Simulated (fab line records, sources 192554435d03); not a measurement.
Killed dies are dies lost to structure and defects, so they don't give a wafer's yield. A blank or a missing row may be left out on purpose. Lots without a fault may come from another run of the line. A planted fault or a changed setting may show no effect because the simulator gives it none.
Split-lot experiment | flow n5_finfet | 7 lots, 21 wafers read, on a route of 1938 steps

THE SPLIT
At N5_BEOL_M5_PECVD_70 (deposits SiO2 from TEOS/O2, target thk 16 nm, time 18 s), the setting time_s was moved away from the recipe's 18 s on 10 of the 21 wafers read, by -13.8% to +4.3%. The other wafers ran this setting at the recipe's value.

The reading is taken at the split's own step.

THE READING
SiO2_of_BEOL_M5_PECVD_70.thk_nm (the simulator's own value, which no gauge read), in nm, at N5_BEOL_M5_PECVD_70 (deposits SiO2 from TEOS/O2, target thk 16 nm, time 18 s). The file gives no usual value for it. The 11 wafers here that ran the recipe average 15.9 nm, standard deviation 0.21 nm.

wafer  | tool, chamber at the split | time_s as run, s | against the recipe | SiO2_of_BEOL_M5_PECVD_70.thk_nm, nm | against lot-mates on the recipe
L075.2 | pecvd-02, 0,2              | 18               | recipe             | 16                                  | -
L075.6 | pecvd-02, 0,2              | 18               | recipe             | 16                                  | -
L075.3 | pecvd-02, 1                | 18               | recipe             | 15.8                                | -
L076.1 | pecvd-02, 1,2,0            | 15.51            | -13.8%             | 13.6                                | no lot-mate on the recipe
L076.2 | pecvd-02, 1,2,0            | 15.51            | -13.8%             | 13.6                                | no lot-mate on the recipe
L076.3 | pecvd-02, 1,2,0            | 15.51            | -13.8%             | 13.6                                | no lot-mate on the recipe
L077.1 | pecvd-04, 0                | 18               | recipe             | 16                                  | -
L077.2 | pecvd-04, 1                | 18               | recipe             | 16.2                                | -
L077.3 | pecvd-04, 1                | 17.28            | -4.0%              | 15.6                                | -0.5
L083.3 | pecvd-04, 1                | 18               | recipe             | 15.8                                | -
L083.4 | pecvd-04, 1                | 18               | recipe             | 16.2                                | -
L083.5 | pecvd-04, 2                | 16.03            | -10.9%             | 14.2                                | -1.8
L085.2 | pecvd-04, 2                | 18               | recipe             | 15.6                                | -
L085.4 | pecvd-04, 1                | 15.73            | -12.6%             | 14                                  | -1.6
L085.6 | pecvd-04, 1                | 15.73            | -12.6%             | 14.2                                | -1.4
L092.1 | pecvd-02, 0                | 16.81            | -6.6%              | 14.8                                | -1.1
L092.3 | pecvd-02, 2                | 18               | recipe             | 15.6                                | -
L092.6 | pecvd-02, 1                | 18               | recipe             | 16.2                                | -
L096.3 | pecvd-01, 2                | 18               | recipe             | 15.8                                | -
L096.4 | pecvd-01, 0                | 18.77            | +4.3%              | 16.8                                | +1.0
L096.5 | pecvd-01, 2                | 18.77            | +4.3%              | 16.6                                | +0.8
Where a row lists several chambers, the file gives one row for several wafers and doesn't say which wafer went through which chamber.

THE FIT
A straight line over all 21 wafers: SiO2_of_BEOL_M5_PECVD_70.thk_nm changes by +0.162 nm for each +1% of time_s; r = +0.98; the points scatter about the line by 0.2 nm.
The same after taking each lot's own level away (the mean of its wafers on the recipe; 18 wafers): +0.143 nm for each +1%; r = +0.96; scatter 0.22 nm.
On that fit, the largest move of time_s shifts the reading by 2 nm.
The lots' own levels span 15.60 to 16.10 nm, that is 2.3 times the standard deviation above.
So the lot-to-lot level changes the slope: the two fits differ.
Check: with one of the wafers moved furthest among these (-12.6%) left out of the fit, the line predicts -1.82 nm for it against its lot-mates. It came out at -1.6 nm against them.

THE FILE'S OWN FIT
SiO2_of_BEOL_M5_PECVD_70.thk_nm changes by +0.145 nm for each +1% of time_s, r = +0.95.
